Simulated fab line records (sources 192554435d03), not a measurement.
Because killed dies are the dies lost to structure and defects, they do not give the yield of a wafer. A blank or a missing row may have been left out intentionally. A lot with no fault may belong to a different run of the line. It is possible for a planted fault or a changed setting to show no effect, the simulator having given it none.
A lot that was struck, set against a sound lot | flow n5 finfet | 39 out of 1938 route steps
Sound: the wafers L919.1, L919.2, L919.4. Wafers L916.2, L916.5, L916.6 were the ones struck. Last of all comes the cause.
Per side, at each step with rows, come the tool, then ch with its chambers, and then its first start. Under that, the readings that differ: sound wafers | struck wafers | difference of the means | sigmas: that difference in standard deviations of wafers without a fault.
alike: readings with means less than 2 such deviations apart, plus words and numbers identical on both sides. not compared: withheld readings, readings lacking a value on some wafer, bounds such as >300 that could conceal the same value, and numbers that have no deviation in the record and whose values overlap.
The two part at a step that has a row with sigmas, a row that says differs or no value, or rows on one side only. When numbers do not overlap yet have no deviation, they are printed without sigmas and do not part them. A reading missing from all wafers of one side parts the sides only when that side holds two or more wafers.

first, 11 steps without rows for these wafers: N5_HKMG_FIN_DESCUM_53 (chemistry O2, time 7.9 s); N5_HKMG_FIN_ETCH_54 (etches SiARC in CF4, target depth 45.5 nm, time 75.8 s); N5_HKMG_FIN_ETCH_55 (etches SOC in N2/H2, target depth 240 nm, time 300 s); N5_HKMG_FIN_STRIP_56 (strips in N2/H2); N5_HKMG_FIN_STRIP_57 (strips in CF4); N5_HKMG_FIN_ETCH_58 (etches SOC in N2/H2, target depth 215.8 nm, time 741 s); N5_HKMG_FIN_STRIP_93 (strips SOC in N2/H2, time 20 s); N5_HKMG_FIN_WET_ETCH_76 (etches Al2O3 in dNH4OH, stops on La2O3, target depth 2.25 nm, rinse time 30 s); N5_HKMG_FIN_STRIP_60 (strips in N2/H2, time 360 s); N5_HKMG_FIN_WET_ETCH_77 (etches La2O3 in dHCl, stops on HfO2, target depth 2 nm); N5_HKMG_FIN_WET_ETCH_78 (etches Al2O3 in dNH4OH, stops on La2O3, target depth 4.5 nm, rinse time 30 s).
N5_HKMG_FIN_ALD_79: deposits TiN, target thk 1.5 nm, pulse time 1 s, purge time 3 s.
  sound on ald metal-04 ch 1,2,3, day 7 07:44; struck on ald metal-01 ch 0,1,2, day 6 16:10
  no value came back on the struck wafers for any of 7 readings (ald cycles, chamber pressure Torr (Torr) and others); on the sound wafers ald cycles reads 68 68 68
then, 25 steps without rows for these wafers: N5_HKMG_FIN_CVD_62 (deposits a-Si from Si2H6, target thk 3 nm, time 20.8 s); N5_HKMG_FIN_RTA_80 (time 2 s); N5_HKMG_FIN_PRECLEAN_64 (cleans in dHF, time 30 s); N5_HKMG_FIN_WET_ETCH_65 (etches a-Si in TMAH, stops on TiN, time 49 s, target depth 3 nm); N5_HKMG_FIN_WET_ETCH_81 (etches TiN in SC1, stops on HfO2, time 57 s, target depth 6 nm); N5_HKMG_FIN_WET_ETCH_82 (etches La2O3 in dHCl, stops on HfO2, target depth 2 nm, rinse time 30 s); N5_HKMG_FIN_ALD_36 (deposits TiN, target thk 1 nm, pulse time 1 s, purge time 3 s); N5_HKMG_FIN_PWFM_ALD_03 (deposits TiN, target thk 2 nm, pulse time 1 s, purge time 3 s); N5_HKMG_FIN_COAT_29 (time 60 s, resist thk 300 nm); N5_HKMG_FIN_COAT_30 (time 60 s, resist thk 35 nm); N5_HKMG_FIN_COAT_06 (resist thk 90 nm); N5_HKMG_FIN_EBR_08; N5_HKMG_FIN_SOFTBAKE_07 (time 60 s); N5_HKMG_FIN_EXPOSE_09 (exposes mask NWFM); N5_HKMG_FIN_PEB_10 (peb time 60 s); N5_HKMG_FIN_DEVELOP_11 (develop time 30 s); N5_HKMG_FIN_DESCUM_17 (chemistry O2, time 7.9 s); N5_HKMG_FIN_ETCH_31 (etches SiARC in CF4, target depth 45.5 nm, time 75.8 s); N5_HKMG_FIN_ETCH_32 (etches SOC in N2/H2, target depth 240 nm, time 300 s); N5_HKMG_FIN_STRIP_33 (strips in N2/H2); N5_HKMG_FIN_STRIP_34 (strips in CF4); N5_HKMG_FIN_ETCH_35 (etches SOC in N2/H2, target depth 215.8 nm, time 243.4 s); N5_HKMG_FIN_STRIP_92 (strips SOC in N2/H2, time 20 s); N5_HKMG_FIN_WET_ETCH_18 (etches TiN in SC1, time 55 s, target depth 5.2 nm, rinse time 30 s); N5_HKMG_FIN_STRIP_19 (strips in N2/H2, time 360 s).
-- here the record skips 4 days between the struck wafers' starts before and after, leaving off in module HKMG_FIN and picking up in module BEOL_M4 (first step shown: number 1111 of the route) --
N5_BEOL_M4_RC_MEAS_101:
  sound on prober-01 ch 0, day 11 16:17; struck on prober-01 ch 0, day 10 18:37
  reading             | sound                     | struck                     | difference | sigmas
  EOT_N               | 10.65 10.65 10.51         | 10.11 10.11 10.18          | -0.47      | -6
  EOT_P               | 10.57 10.46 10.42         | 10.00 10.05 10.17          | -0.41      | -5
  IGATE_N (nA/um)     | 0.0114 0.0115 0.0166      | 0.0619 0.0560 0.0486       | +0.0423    | +28
  IGATE_P (nA/um)     | 0.0034 0.0034 0.0049      | 0.0194 0.0174 0.0152       | +0.0134    | +30
  IOFF_N (nA/um)      | 0.157 0.118 0.144         | 0.038 0.039 0.035          | -0.102     | -5
  IOFF_N_85C (nA/um)  | 3.0 2.4 2.9               | 1.0 1.0 0.9                | -1.8       | -5
  IOFF_N_LIN (nA/um)  | 0.072 0.057 0.067         | 0.019 0.018 0.017          | -0.047     | -5
  IOFF_N_LONG (nA/um) | 5.54e-05 5.5e-05 5.61e-05 | 2.92e-05 2.95e-05 2.97e-05 | -2.60e-05  | -10
  IOFF_P (nA/um)      | 0.187 0.159 0.178         | 0.006 0.006 0.006          | -0.169     | -7
  IOFF_P_85C (nA/um)  | 3.2 2.8 3.1               | 0.2 0.2 0.2                | -2.8       | -8
  IOFF_P_LIN (nA/um)  | 0.088 0.078 0.085         | 0.003 0.003 0.003          | -0.081     | -9
  IOFF_P_LONG (nA/um) | 9.9e-05 0.000101 9.9e-05  | 3.9e-05 4e-05 4.8e-05      | -5.7e-05   | -8
  ION_N (uA/um)       | 680 668 672               | 579 572 572                | -99        | -11
  ION_P (uA/um)       | 456 460 455               | 296 289 296                | -163       | -28
  SS_N (mV/dec)       | 71.3 70.3 71.4            | 73.3 72.6 73.2             | +2.0       | +4
  SS_P (mV/dec)       | 73.0 72.2 73.2            | 76.3 76.9 76.2             | +3.7       | +6
  VT_N (mV)           | 247.9 255.4 250.3         | 289.7 294.7 292.4          | +41.1      | +15
  VT_N_LONG (mV)      | 273.0 274.5 276.1         | 313.0 313.1 316.3          | +39.6      | +21
  VT_N_LVT (mV)       | 96.5 101.3 98.2           | 143.4 143.2 143.3          | +44.6      | +16
  VT_P (mV)           | -253.6 -255.8 -252.6      | -359.0 -359.6 -358.0       | -104.9     | -39
  VT_P_LONG (mV)      | -277.9 -278.3 -275.5      | -379.9 -380.1 -380.6       | -103.0     | -36
  VT_P_LVT (mV)       | -99.5 -102.1 -100.4       | -209.6 -208.5 -207.8       | -108.0     | -57
  alike: DIBL_N, DIBL_P
-- record jumps: 5 days separate the struck wafers' starts on either side; left off in module BEOL_M4, taken up again in module PASSIVATION, whose first shown step is the route's number 1936 --
N5_PASSIVATION_PROBE_49:
  struck on prober-02, day 15 18:56; sound on prober-01, day 16 04:10
  reading                  | sound          | struck            | difference | sigmas
  defect limited yield (%) | 90.1 91.5 91.4 | 57.7 60.6 59.7    | -31.7      | -24
  killed at front end      | 43 46 42       | 436 412 429       | +382       | +35
  killed dies              | 117 100 101    | 499 465 476       | +374       | +23
  killed on rim            | 17 16 10       | 73 16 115         | +54        | +15
  sort_bin_5_function (%)  | 6.1 5.3 5.3    | 38.6 35.3 36.9    | +31.4      | +35
  sort_bin_8_speed (%)     | 0 0 0          | 57.71 60.59 59.66 | +59.32     |
  sort n pass              | 1063 1080 1079 | 0 0 0             | -1074      | -67
  sort yield pct (%)       | 90.1 91.5 91.4 | 0 0 0             | -91        | -70
  alike: killed_at_M0_to_M3, killed_at_M4_up, killed at contacts, killed at other, killed open, killed short, sort_bin_6_memory

WHERE THEY PART
Last at N5_PASSIVATION_PROBE_49 as far as this record goes, first at N5_HKMG_FIN_ALD_79.

WHY: what the simulator had put in
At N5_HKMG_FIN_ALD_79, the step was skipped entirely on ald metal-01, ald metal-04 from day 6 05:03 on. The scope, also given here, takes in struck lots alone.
